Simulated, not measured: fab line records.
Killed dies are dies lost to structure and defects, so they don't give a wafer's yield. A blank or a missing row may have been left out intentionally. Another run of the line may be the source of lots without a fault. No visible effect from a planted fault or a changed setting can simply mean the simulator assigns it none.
fab line records || flow n5_finfet
record: {"lots": 4, "wafers": 12, "last_day": 16}
route steps=1938 shown ILD0@335 SDB@347 BEOL_M4@1111 PASSIVATION@1936
lots untouched by any fault: they come from a run of this same line in which no faults occurred
start_h: the number of hours between the record's first day and the start of the first shown wafer of the lot || wait_h: hours from the lot's prior step to this one || " identical to the entry in the row above || L1.1+2: a single row standing in for several wafers || - value missing, or start not given || * or withheld: withheld || < > ~ a bound
route shown NAME@n: names a module that has steps shown in the file, with the first one's number in the route || usual: mean/standard deviation taken from wafers without a fault || same: alike in all rows || chamber/n: place in a boat || sites: each site's reading || _std_site: standard deviation across them || _edge_site: mean of outer sites minus mean of inner sites || radius_mm: for every site, how far away it sits from the centre of the wafer || mask NAME#n: copy n || behind: the most recent tool/chamber to have shaped the wafer || hold: what put the lot on hold/how long, in hours/how the hold closed || device: transistor that didn't switch, given as n, p or np || end of line: the tests these same wafers got at the end of their route || a step without rows: its recipe alone || killed: not the wafer's yield, but the dies lost to structure and defects at the first sort || map: dies across one wafer; x = killed, . = not, _ = none there
set.NAME: the setting as run; set.NAME@STEP: as run at that earlier step || model.NAME: the simulator's own value behind a step, which no gauge read
certain route steps with their lots: each step a table, each wafer a row
services: the hour from which a tool's chamber was out of use, counted from the record's first day as start_h (under 0 if before that day), plus the number of hours and why
== steps ==
step: N5_ILD0_LINER_00
recipe: {"material": "SiNx", "target_thk_a": 40, "temp_c": 400, "ald_precursor_family": "SiH2I2", "ald_co_reactant": "N2/H2-plasma", "pulse_time_s": 1, "purge_time_s": 2, "co_reactant_purge_time_s": 2, "ald_cycles": 80, "pressure_torr": 2}
step: N5_ILD0_FCVD_FILL_01
recipe: {"material": "SiO2_flowable", "target_thk_a": 2000, "temp_c": 100, "pressure_torr": 0.8, "rf_w": 2000, "time_s": 328.3}
step: N5_ILD0_CURE_02
recipe: {"temp_c": 450, "time_s": 1800, "ambient": "steam", "idle_temp_c": 400, "ramp_up_c_per_min": 5, "ramp_down_c_per_min": 3, "densification_p_h2o_torr": 640}
step: N5_ILD0_CMP_03
recipe: {"stop_on": "SiNx", "t_overpolish_s": 1.9, "post_cmp_clean": "alkaline_brush", "down_force_psi": 4.1491, "platen_rpm": 51.796, "pad_velocity_m_s": 1.0306, "target_thk_nm": 197.38}
step: N5_ILD0_CMP_07
recipe: {"stop_on": "poly-Si", "material": "SiO2_flowable", "t_overpolish_s": 1.18, "post_cmp_clean": "alkaline_brush", "down_force_psi": 4.1491, "platen_rpm": 51.796, "pad_velocity_m_s": 1.0306, "target_thk_nm": 138.88}
step: N5_ILD0_PRECLEAN_10
recipe: {"chemistry": "NF3:NH3", "afs_cycles": 5, "time_s": 20, "temp_c": 30, "sublimation_temp_c": 180, "sublimation_time_s": 60, "pressure_torr": 3, "rf_power_w": 30}
step: N5_ILD0_ALD_15
recipe: {"material": "SiNx", "target_thk_a": 240, "temp_c": 400, "ald_precursor_family": "SiH2I2", "ald_co_reactant": "N2/H2-plasma", "pulse_time_s": 1, "ald_cycles": 480, "purge_time_s": 2, "co_reactant_purge_time_s": 2, "pressure_torr": 2}
step: N5_ILD0_CMP_12
recipe: {"stop_on": "poly-Si", "material": "SiNx", "t_overpolish_s": 6, "post_cmp_clean": "alkaline_brush", "down_force_psi": 2.5, "platen_rpm": 51.8, "pad_velocity_m_s": 1.0307, "target_thk_nm": 17.67}
step: N5_SDB_HM_DEP_00
recipe: {"material": "SiNx", "target_thk_a": 400, "temp_c": 400, "precursor": "SiH4/NH3/N2", "pressure_torr": 1.5, "rf_w": 300, "time_s": 35.3}
usual: {"heater_power_w": "745/100", "showerhead_plenum_p_Torr": "5.18/0.04", "throttle_valve_pct": "40/3.1"}
{"lot.wafer": "L933.1", "tool": "pecvd-02", "chamber": 0, "start_h": 126.80, "wait_h": 0.0, "heater_power_w": 759, "showerhead_plenum_p_Torr": 5.17, "throttle_valve_pct": 38}
{"lot.wafer": "L933.3", "tool": "pecvd-02", "chamber": 1, "start_h": 126.80, "wait_h": 0.0, "heater_power_w": 543, "showerhead_plenum_p_Torr": 5.15, "throttle_valve_pct": 46}
{"lot.wafer": "L933.5", "tool": "pecvd-02", "chamber": 2, "start_h": 126.80, "wait_h": 0.0, "heater_power_w": 655, "showerhead_plenum_p_Torr": 5.25, "throttle_valve_pct": 41}
{"lot.wafer": "L934.1", "tool": "pecvd-02", "chamber": 2, "start_h": 130.70, "wait_h": 0.0, "heater_power_w": 623, "showerhead_plenum_p_Torr": 5.24, "throttle_valve_pct": 41}
{"lot.wafer": "L934.5", "tool": "pecvd-02", "chamber": 1, "start_h": 130.70, "wait_h": 0.0, "heater_power_w": 551, "showerhead_plenum_p_Torr": 5.15, "throttle_valve_pct": 47}
{"lot.wafer": "L934.6", "tool": "pecvd-02", "chamber": 2, "start_h": 130.70, "wait_h": 0.0, "heater_power_w": 612, "showerhead_plenum_p_Torr": 5.24, "throttle_valve_pct": 41}
{"lot.wafer": "L935.2", "tool": "pecvd-02", "chamber": 2, "start_h": 141.36, "wait_h": 0.0, "heater_power_w": 623, "showerhead_plenum_p_Torr": 5.26, "throttle_valve_pct": 41}
{"lot.wafer": "L935.4", "tool": "pecvd-02", "chamber": 2, "start_h": 141.36, "wait_h": 0.0, "heater_power_w": 640, "showerhead_plenum_p_Torr": 5.25, "throttle_valve_pct": 41}
{"lot.wafer": "L935.6", "tool": "pecvd-02", "chamber": 0, "start_h": 141.36, "wait_h": 0.0, "heater_power_w": 828, "showerhead_plenum_p_Torr": 5.16, "throttle_valve_pct": 38}
{"lot.wafer": "L943.4", "tool": "pecvd-01", "chamber": 0, "start_h": 187.48, "wait_h": 0.1, "heater_power_w": 721, "showerhead_plenum_p_Torr": 5.15, "throttle_valve_pct": 37}
{"lot.wafer": "L943.5", "tool": "pecvd-01", "chamber": 0, "start_h": 187.48, "wait_h": 0.1, "heater_power_w": 747, "showerhead_plenum_p_Torr": 5.16, "throttle_valve_pct": 37}
{"lot.wafer": "L943.6", "tool": "pecvd-01", "chamber": 1, "start_h": 187.48, "wait_h": 0.1, "heater_power_w": 738, "showerhead_plenum_p_Torr": 5.20, "throttle_valve_pct": 40}
step: N5_SDB_COAT_03
recipe: {"resist": "SOC", "temp_c": 250, "time_s": 60, "spin_rpm": 1500, "resist_thk_nm": 100}
step: N5_SDB_COAT_04
recipe: {"resist": "SiARC", "temp_c": 220, "time_s": 60, "spin_rpm": 1500, "resist_thk_nm": 18}
step: N5_SDB_COAT_05
recipe: {"resist": "CAR-ArF", "spin_rpm": 1500, "resist_thk_nm": 90}
step: N5_SDB_EBR_07
recipe: {"solvent": "PGMEA", "ebr_width_mm": 1.5}
step: N5_SDB_SOFTBAKE_06
recipe: {"temp_c": 110, "time_s": 60, "resist": "CAR-ArF"}
step: N5_SDB_EXPOSE_08
recipe: {"mask_id": "SDB", "na": 1.35, "source_shape": "conventional", "sigma_outer": 0.5, "polarization": "unpolarized", "dose_mj": 49.6}
step: N5_SDB_PEB_09
recipe: {"peb_temp_c": "withheld", "peb_time_s": 60, "resist": "CAR-ArF"}
step: N5_SDB_DEVELOP_10
recipe: {"develop_time_s": 30, "developer": "TMAH", "resist": "CAR-ArF", "rinse_liquid": "diw", "dry": "air_spin", "dev_temp_c": 23}
step: N5_SDB_INSPECT_13
recipe: {"mode": "adi", "inspect_instrument": "brightfield"}
usual: {"raw_defect_count": "79/39"}
{"lot.wafer": "L933.1", "tool": "defect_inspect-02", "chamber": "-", "start_h": 127.30, "wait_h": 0.0, "raw_defect_count": 25}
{"lot.wafer": "L933.3", "tool": "defect_inspect-02", "chamber": "-", "start_h": 127.30, "wait_h": 0.0, "raw_defect_count": 31}
{"lot.wafer": "L933.5", "tool": "defect_inspect-02", "chamber": "-", "start_h": 127.30, "wait_h": 0.0, "raw_defect_count": 48}
{"lot.wafer": "L934.1", "tool": "defect_inspect-01", "chamber": "-", "start_h": 131.21, "wait_h": 0.0, "raw_defect_count": 1267}
{"lot.wafer": "L934.5", "tool": "defect_inspect-01", "chamber": "-", "start_h": 131.21, "wait_h": 0.0, "raw_defect_count": 68}
{"lot.wafer": "L934.6", "tool": "defect_inspect-01", "chamber": "-", "start_h": 131.21, "wait_h": 0.0, "raw_defect_count": 1276}
{"lot.wafer": "L935.2", "tool": "defect_inspect-01", "chamber": "-", "start_h": 141.91, "wait_h": 0.0, "raw_defect_count": 1279}
{"lot.wafer": "L935.4", "tool": "defect_inspect-01", "chamber": "-", "start_h": 141.91, "wait_h": 0.0, "raw_defect_count": 1378}
{"lot.wafer": "L935.6", "tool": "defect_inspect-01", "chamber": "-", "start_h": 141.91, "wait_h": 0.0, "raw_defect_count": 40}
{"lot.wafer": "L943.4", "tool": "defect_inspect-01", "chamber": "-", "start_h": 187.99, "wait_h": 0.0, "raw_defect_count": 105}
{"lot.wafer": "L943.5", "tool": "defect_inspect-01", "chamber": "-", "start_h": 187.99, "wait_h": 0.0, "raw_defect_count": 71}
{"lot.wafer": "L943.6", "tool": "defect_inspect-01", "chamber": "-", "start_h": 187.99, "wait_h": 0.0, "raw_defect_count": 86}
step: N5_SDB_DESCUM_16
recipe: {"chemistry": "O2", "time_s": 7.9, "source_power_w": 50, "bias_power_w": 20, "pressure_mtorr": 20, "rf_frequency_hz": 2.712e+07, "temp_c": 40, "resist": "CAR-ArF", "o2_flow_sccm": 225}
step: N5_BEOL_M4_RC_MEAS_101
usual: {"DIBL_N": "36.2/1.5", "DIBL_P": "36.2/1.7", "IOFF_N": "0.155/0.021", "IOFF_P": "0.216/0.026", "ION_N": "674/11", "ION_P": "464/6.8", "SS_N": "71.5/0.56", "SS_P": "73.3/0.6", "VT_N": "250.2/2.6", "VT_P": "-249.3/2.5"}
{"lot.wafer": "L933.1", "tool": "prober-01", "chamber": 0, "start_h": 228.61, "wait_h": 0.0, "DIBL_N[mV/V]": 36.6, "DIBL_P[mV/V]": 35.7, "IOFF_N[nA/um]": 0.164, "IOFF_P[nA/um]": 0.237, "ION_N[uA/um]": 677, "ION_P[uA/um]": 459, "SS_N[mV/dec]": 72.1, "SS_P[mV/dec]": 73.3, "VT_N[mV]": 248.7, "VT_P[mV]": -245.7}
{"lot.wafer": "L933.3", "tool": "prober-01", "chamber": 0, "start_h": 228.61, "wait_h": 0.0, "DIBL_N[mV/V]": 35.5, "DIBL_P[mV/V]": 34.3, "IOFF_N[nA/um]": 0.143, "IOFF_P[nA/um]": 0.217, "ION_N[uA/um]": 661, "ION_P[uA/um]": 458, "SS_N[mV/dec]": 71.5, "SS_P[mV/dec]": 72.2, "VT_N[mV]": 248.0, "VT_P[mV]": -247.7}
{"lot.wafer": "L933.5", "tool": "prober-01", "chamber": 0, "start_h": 228.61, "wait_h": 0.0, "DIBL_N[mV/V]": 35.6, "DIBL_P[mV/V]": 34.1, "IOFF_N[nA/um]": 0.151, "IOFF_P[nA/um]": 0.207, "ION_N[uA/um]": 671, "ION_P[uA/um]": 456, "SS_N[mV/dec]": 71.9, "SS_P[mV/dec]": 73.1, "VT_N[mV]": 248.4, "VT_P[mV]": -249.8}
{"lot.wafer": "L934.1", "tool": "prober-01", "chamber": 0, "start_h": 239.48, "wait_h": 0.0, "DIBL_N[mV/V]": 33.9, "DIBL_P[mV/V]": 34.3, "IOFF_N[nA/um]": 0.143, "IOFF_P[nA/um]": 0.214, "ION_N[uA/um]": 662, "ION_P[uA/um]": 458, "SS_N[mV/dec]": 71.2, "SS_P[mV/dec]": 72.9, "VT_N[mV]": 250.1, "VT_P[mV]": -248.4}
{"lot.wafer": "L934.5", "tool": "prober-01", "chamber": 0, "start_h": 239.48, "wait_h": 0.0, "DIBL_N[mV/V]": 32.5, "DIBL_P[mV/V]": 32.7, "IOFF_N[nA/um]": 0.128, "IOFF_P[nA/um]": 0.197, "ION_N[uA/um]": 672, "ION_P[uA/um]": 468, "SS_N[mV/dec]": 70.2, "SS_P[mV/dec]": 72.8, "VT_N[mV]": 249.9, "VT_P[mV]": -247.9}
{"lot.wafer": "L934.6", "tool": "prober-01", "chamber": 0, "start_h": 239.48, "wait_h": 0.0, "DIBL_N[mV/V]": 33.7, "DIBL_P[mV/V]": 34.9, "IOFF_N[nA/um]": 0.154, "IOFF_P[nA/um]": 0.224, "ION_N[uA/um]": 689, "ION_P[uA/um]": 472, "SS_N[mV/dec]": 70.9, "SS_P[mV/dec]": 72.2, "VT_N[mV]": 246.2, "VT_P[mV]": -245.5}
{"lot.wafer": "L935.2", "tool": "prober-02", "chamber": 0, "start_h": 241.21, "wait_h": 0.2, "DIBL_N[mV/V]": 36.7, "DIBL_P[mV/V]": 36.8, "IOFF_N[nA/um]": 0.158, "IOFF_P[nA/um]": 0.241, "ION_N[uA/um]": 679, "ION_P[uA/um]": 470, "SS_N[mV/dec]": 71.4, "SS_P[mV/dec]": 72.6, "VT_N[mV]": 248.9, "VT_P[mV]": -245.2}
{"lot.wafer": "L935.4", "tool": "prober-02", "chamber": 0, "start_h": 241.21, "wait_h": 0.2, "DIBL_N[mV/V]": 35.6, "DIBL_P[mV/V]": 35.2, "IOFF_N[nA/um]": 0.140, "IOFF_P[nA/um]": 0.219, "ION_N[uA/um]": 678, "ION_P[uA/um]": 468, "SS_N[mV/dec]": 70.7, "SS_P[mV/dec]": 72.4, "VT_N[mV]": 252.5, "VT_P[mV]": -247.7}
{"lot.wafer": "L935.6", "tool": "prober-02", "chamber": 0, "start_h": 241.21, "wait_h": 0.2, "DIBL_N[mV/V]": 36.0, "DIBL_P[mV/V]": 36.1, "IOFF_N[nA/um]": 0.139, "IOFF_P[nA/um]": 0.227, "ION_N[uA/um]": 676, "ION_P[uA/um]": 474, "SS_N[mV/dec]": 70.7, "SS_P[mV/dec]": 72.2, "VT_N[mV]": 250.7, "VT_P[mV]": -248.8}
{"lot.wafer": "L943.4", "tool": "prober-02", "chamber": 0, "start_h": 287.35, "wait_h": 0.5, "DIBL_N[mV/V]": 39.7, "DIBL_P[mV/V]": 39.5, "IOFF_N[nA/um]": 0.182, "IOFF_P[nA/um]": 0.252, "ION_N[uA/um]": 695, "ION_P[uA/um]": 472, "SS_N[mV/dec]": 72.2, "SS_P[mV/dec]": 73.4, "VT_N[mV]": 248.7, "VT_P[mV]": -245.1}
{"lot.wafer": "L943.5", "tool": "prober-02", "chamber": 0, "start_h": 287.35, "wait_h": 0.5, "DIBL_N[mV/V]": 38.2, "DIBL_P[mV/V]": 37.4, "IOFF_N[nA/um]": 0.161, "IOFF_P[nA/um]": 0.227, "ION_N[uA/um]": 682, "ION_P[uA/um]": 467, "SS_N[mV/dec]": 71.3, "SS_P[mV/dec]": 72.9, "VT_N[mV]": 249.1, "VT_P[mV]": -249.9}
{"lot.wafer": "L943.6", "tool": "prober-02", "chamber": 0, "start_h": 287.35, "wait_h": 0.5, "DIBL_N[mV/V]": 39.7, "DIBL_P[mV/V]": 39.3, "IOFF_N[nA/um]": 0.189, "IOFF_P[nA/um]": 0.250, "ION_N[uA/um]": 684, "ION_P[uA/um]": 464, "SS_N[mV/dec]": 71.7, "SS_P[mV/dec]": 73.0, "VT_N[mV]": 247.3, "VT_P[mV]": -247.4}
step: N5_PASSIVATION_PROBE_49
usual: {"defect_limited_yield": "91.3/1.3", "killed_at_M0_to_M3": "32/11", "killed_at_M4_up": "15/5.6", "killed_at_contacts": "12/6", "killed_at_front_end": "40/11", "killed_at_other": "3.5/2.6", "killed_dies": "102/15", "killed_on_rim": "13/3.4", "killed_open": "67/12", "killed_short": "34/7.3", "sort_bin_5_function": "5.1/0.85", "sort_bin_6_memory": "3.2/0.61", "sort_n_pass": "1078/15", "sort_yield_pct": "91.3/1.3"}
same: {"gross_dies": 1180, "killed_at_back_side": 0, "sort_bin_4_leakage[%]": 0, "sort_bin_8_speed[%]": 0}
{"lot.wafer": "L934.1", "tool": "prober-02", "chamber": "-", "start_h": 330.99, "wait_h": 0.0, "defect_limited_yield[%]": 86.4, "killed_at_M0_to_M3": 33, "killed_at_M4_up": 21, "killed_at_contacts": 11, "killed_at_front_end": 95, "killed_at_other": 0, "killed_dies": 160, "killed_on_rim": 28, "killed_open": 78, "killed_short": 27, "sort_bin_5_function[%]": 7.5, "sort_bin_6_memory[%]": 4.3, "sort_n_pass": 1020, "sort_yield_pct[%]": 86.4}
{"lot.wafer": "L934.5", "tool": "prober-02", "chamber": "-", "start_h": 331.19, "wait_h": 0.2, "defect_limited_yield[%]": 91.2, "killed_at_M0_to_M3": 37, "killed_at_M4_up": 15, "killed_at_contacts": 5, "killed_at_front_end": 45, "killed_at_other": 2, "killed_dies": 104, "killed_on_rim": 16, "killed_open": 72, "killed_short": 31, "sort_bin_5_function[%]": 5.3, "sort_bin_6_memory[%]": 3.3, "sort_n_pass": 1076, "sort_yield_pct[%]": 91.2}
{"lot.wafer": "L934.6", "tool": "prober-02", "chamber": "-", "start_h": 331.24, "wait_h": 0.3, "defect_limited_yield[%]": 85.8, "killed_at_M0_to_M3": 56, "killed_at_M4_up": 12, "killed_at_contacts": 5, "killed_at_front_end": 92, "killed_at_other": 2, "killed_dies": 167, "killed_on_rim": 30, "killed_open": 83, "killed_short": 34, "sort_bin_5_function[%]": 8.3, "sort_bin_6_memory[%]": 4.1, "sort_n_pass": 1013, "sort_yield_pct[%]": 85.8}
{"lot.wafer": "L935.2", "tool": "prober-02", "chamber": "-", "start_h": 339.97, "wait_h": 0.1, "defect_limited_yield[%]": 88.8, "killed_at_M0_to_M3": 14, "killed_at_M4_up": 17, "killed_at_contacts": 13, "killed_at_front_end": 83, "killed_at_other": 5, "killed_dies": 132, "killed_on_rim": 27, "killed_open": 48, "killed_short": 32, "sort_bin_5_function[%]": 6.7, "sort_bin_6_memory[%]": 2.4, "sort_n_pass": 1048, "sort_yield_pct[%]": 88.8}
{"lot.wafer": "L935.4", "tool": "prober-02", "chamber": "-", "start_h": 340.07, "wait_h": 0.2, "defect_limited_yield[%]": 86.4, "killed_at_M0_to_M3": 44, "killed_at_M4_up": 13, "killed_at_contacts": 4, "killed_at_front_end": 99, "killed_at_other": 1, "killed_dies": 161, "killed_on_rim": 29, "killed_open": 72, "killed_short": 38, "sort_bin_5_function[%]": 7.0, "sort_bin_6_memory[%]": 4.3, "sort_n_pass": 1019, "sort_yield_pct[%]": 86.4}
{"lot.wafer": "L935.6", "tool": "prober-02", "chamber": "-", "start_h": 340.17, "wait_h": 0.3, "defect_limited_yield[%]": 90.4, "killed_at_M0_to_M3": 44, "killed_at_M4_up": 28, "killed_at_contacts": 5, "killed_at_front_end": 35, "killed_at_other": 1, "killed_dies": 113, "killed_on_rim": 12, "killed_open": 86, "killed_short": 27, "sort_bin_5_function[%]": 6.0, "sort_bin_6_memory[%]": 3.3, "sort_n_pass": 1067, "sort_yield_pct[%]": 90.4}
killed by level:class
L934.1 SDB:unspecified=53 STI_FIN_REVEAL:geometric_particle:open=19 MOL_CONTACT_COAG:geometric_particle:open=9 BEOL_M0_SAQP:geometric_particle:short=9 BEOL_M1:geometric_particle:open=9 BEOL_M4:geometric_particle:open=9 FIN_SAQP:geometric_particle:open=6 BEOL_M0_SAQP:geometric_particle:open=6
L934.5 FIN_SAQP:geometric_particle:open=9 FIN_SAQP:geometric_particle:short=9 STI_FIN_REVEAL:geometric_particle:open=8 BEOL_M3:geometric_particle:open=7 BEOL_M0_SAQP:geometric_particle:open=6 BEOL_M1:geometric_particle:open=6 MOL_CONTACT_COAG:geometric_particle:open=5 BEOL_M0_SAQP:geometric_particle:short=5
L934.6 SDB:unspecified=50 STI_FIN_REVEAL:geometric_particle:open=13 BEOL_M3:geometric_particle:open=12 BEOL_M0_SAQP:geometric_particle:open=9 BEOL_M0_SAQP:geometric_particle:short=8 BEOL_M1:geometric_particle:open=8 BEOL_M2:geometric_particle:open=8 FIN_SAQP:geometric_particle:short=5
L935.2 SDB:unspecified=52 STI_FIN_REVEAL:geometric_particle:open=10 MOL_CONTACT_COAG:geometric_particle:open=9 BEOL_M4:geometric_particle:short=6 BEOL_M4:geometric_particle:open=5 FIN_SAQP:geometric_particle:short=4 DUMMY_GATE:geometric_particle:open=4 MOL_CONTACT_COAG:geometric_particle:short=4
L935.4 SDB:unspecified=51 STI_FIN_REVEAL:geometric_particle:open=16 BEOL_M2:geometric_particle:open=12 BEOL_M0_SAQP:geometric_particle:short=7 FIN_SAQP:geometric_particle:open=6 DUMMY_GATE:geometric_particle:open=6 BEOL_M0_SAQP:geometric_particle:open=6 BEOL_M1:geometric_particle:open=6
L935.6 BEOL_M2:geometric_particle:open=17 BEOL_M4:geometric_particle:open=12 FIN_SAQP:geometric_particle:open=10 STI_FIN_REVEAL:geometric_particle:open=8 BEOL_M0_SAQP:geometric_particle:short=7 FIN_SAQP:geometric_particle:short=6 BEOL_M0_SAQP:geometric_particle:open=6 BEOL_M3:geometric_particle:open=6
map L934.6 (x killed, . not)
_________________.xx..x.xxxxx________________
______________..........xxxxxxxx_____________
___________.......x...x...xxxxxxxxx__________
__________.....x.......x..x.xxxxxxxx_________
________.x..................xxxxxxxxx._______
_______.........x........xx..x...xxxx..______
______.......x...............x..xx.xxxx._____
_____.......x.x...x..............xxx.....____
____x..............x........x.............___
___...x....xx..x...........x...............__
___......x...xx.xx...x............x........__
__......x..................................._
__......x...................x..........x...._
_..x........x................................
_..xx.........x..x.....x..xx.................
_.......x.x......x.......x..x................
_x............x.........x.........xx....x....
_.x..x.......xx.x....xx...............x......
_....x....x.......x..x..x....x.............x.
_.......xx.........xx....x..................x
_............xx...........x...........x......
__..............................x.x...x...x._
__...x...x...x.....xx..x........x..........._
___.....x...................x...........x..__
___....x.........x....................x....__
____........x..................x..........___
_____.........x....x................x..x.____
______.................................._____
_______....................x...........______
________.....................xx.....x._______
__________....x...............x....._________
___________..x.....x...............__________
______________...x.............._____________
_________________....x.......________________
map L935.4 (x killed, . not)
_________________x...x...xxxx________________
______________x....x.....xxxxxxx_____________
___________.............xxxxxxxxxxx__________
__________.........x...xx..xxxxxxxxx_________
________..x............xx...xxxxxxxxxx_______
_______......................xx..xxx.x.______
______...............x..x....x.x.xx....._____
_____......x.........xx.........x........____
____......x...........x..x.......x........___
___....x......x.....x...x..................__
___...............x...................x....__
__.........x...x...xx.....x...............x._
__.x.x...x...x.............................._
_...x.x...................x.x........x..x.x..
_................x..............x............
_........xx.....x......x.....................
_...x....x..........x.x........x...x....x....
_.........x..........xxx............x.......x
_x...........x.x....x.....................x..
_..............x.........x............x......
_........x....x...x...........x.x.x..........
__...xx......x.x..................x........x_
__.........................................._
___..x....x.............................x..__
___.........x.x...............x......x..x..__
____................x.....................___
_____.....xx..............x..x...x.......____
______...........................x......_____
_______......x.....x.x.....x...x.......______
________.............................._______
__________.x.......xx....x.........._________
___________....x.............x...x.__________
______________.................._____________
_________________..x.........________________
== services ==
{"tool": "pecvd-01", "chamber": 1, "start_h": 133.41, "hours": 2.1, "kind": "scheduled_down"}
{"tool": "pecvd-02", "chamber": 1, "start_h": 141.12, "hours": 5.5, "kind": "scheduled_down"}
{"tool": "pecvd-01", "chamber": 2, "start_h": 174.39, "hours": 2.1, "kind": "scheduled_down"}
{"tool": "pecvd-01", "chamber": 2, "start_h": 179.53, "hours": 17.8, "kind": "repair"}
{"tool": "pecvd-02", "chamber": 1, "start_h": 180.61, "hours": 3.7, "kind": "repair"}
== key ==
first_sign: {"step": "N5_SDB_INSPECT_13", "reading": "raw_defect_count", "direction": "up", "sigmas": 31, "usual": 79, "struck": 1300}
effect: {"step": "N5_PASSIVATION_PROBE_49", "reading": "killed_at_front_end", "direction": "up", "sigmas": 4.9, "usual": 40, "struck": 92}
more_kills_born_at: {"N5_SDB_HM_DEP_00@pecvd-02": 206}
met_at N5_SDB_HM_DEP_00
struck_wafers L934.1,L934.6,L935.2,L935.4
onset_between 126.80 130.70
fault: {"kind": "chamber_particle_source", "tool": "pecvd-02", "chamber": 2, "onset_h": 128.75, "steps": "N5_SDB_HM_DEP_00", "rate_per_visit_cm2": 1.9142, "end_h": 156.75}
